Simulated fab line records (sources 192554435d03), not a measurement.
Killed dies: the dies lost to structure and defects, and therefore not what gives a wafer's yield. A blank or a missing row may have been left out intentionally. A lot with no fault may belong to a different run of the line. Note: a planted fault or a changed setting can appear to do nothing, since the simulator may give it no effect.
Matching of chambers ; flow n5Finfet ; N5_BEOL_M0_PRE_CLEAN_131 on cvdCo-02 has 3 sister chambers
The step time 15 s. 3 wafers are shown with their chamber, then 7 later ones without.

## WAFERS, EACH WITH ITS CHAMBER
wafer;chamber;heaterPowerW (W)
L313.4;1;29
L322.3;2;104
L322.4;0;82

## WAFERS WITHOUT THEIR CHAMBER
wafer;heaterPowerW (W)
L322.6;103
L324.2;83
L324.5;29
L324.6;83
L327.3;82
L327.5;30
L327.6;101

## THE CHAMBER EACH PASSED THROUGH
wafer;from the rows above;in truth
L322.6;2;2
L324.2;0;0
L324.5;1;1
L324.6;0;0
L327.3;0;0
L327.5;1;1
L327.6;2;2
Correct placement for 7 of the 7. Can't be placed from these rows: 0. Placed wrongly: 0.
How it was worked out, from the rows above alone: a wafer's distance from a chamber is the root of the sum, over the readings, of the square of ((its reading less the chamber's mean) divided by the reading's scatter). The wafer belongs to the nearest chamber; if the next one is less than 2 further off, it can't be placed. Each chamber's mean is taken over the wafers shown for it. The scatter (one wafer shown for each chamber): square how far every hidden wafer sits from the nearest shown wafer, average those squares and take the square root.
